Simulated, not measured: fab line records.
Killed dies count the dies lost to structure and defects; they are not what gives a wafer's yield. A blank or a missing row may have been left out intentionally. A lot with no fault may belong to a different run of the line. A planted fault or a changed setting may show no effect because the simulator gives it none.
Matching of chambers    flow n5_finfet    N5_BEOL_M4_DEP_57 on pecvd-03 has 3 sister chambers
The step deposits SiCN from 3MS/NH3, target thk 8 nm, time 14 s. 3 wafers are shown with their chamber, then 10 later ones without.

## WAFERS PAIRED WITH THEIR CHAMBERS
wafer   chamber  showerhead_plenum_p_Torr (Torr)
L084.5  0        3.654
L086.2  1        3.682
L086.3  2        3.659

## WAFERS MISSING THEIR CHAMBER
wafer   showerhead_plenum_p_Torr (Torr)
L086.5  3.656
L089.1  3.657
L089.3  3.685
L089.6  3.659
L091.1  3.677
L091.3  3.657
L091.4  3.659
L097.1  3.678
L097.2  3.683
L097.5  3.654

## EACH ONE'S CHAMBER
wafer    from the rows above       in truth
L086.5   can't be placed: 0 or 2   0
L089.1   can't be placed: 2 or 0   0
L089.3   1                         1
L089.6   can't be placed: 2 or 0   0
L091.1   1                         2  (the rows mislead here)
L091.3   can't be placed: 2 or 0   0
L091.4   can't be placed: 2 or 0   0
L097.1   1                         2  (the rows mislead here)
L097.2   1                         1
L097.5   can't be placed: 0 or 2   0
Correct placement for 2 of the 10. Unplaceable from these rows: 6, with the true chamber sitting among the candidates in 6. Placed wrongly: 2.
How it was worked out, from the rows above alone: a wafer's distance from a chamber is the root of the sum, over the readings, of the square of ((its reading less the chamber's mean) divided by the reading's scatter). The wafer belongs to the nearest chamber; if the next one is less than 2 further off, it can't be placed. The mean given for a chamber averages the wafers shown for that chamber. The scatter: with one shown wafer a chamber, the root of the mean of the squares of how far each hidden wafer lies from its nearest shown one.
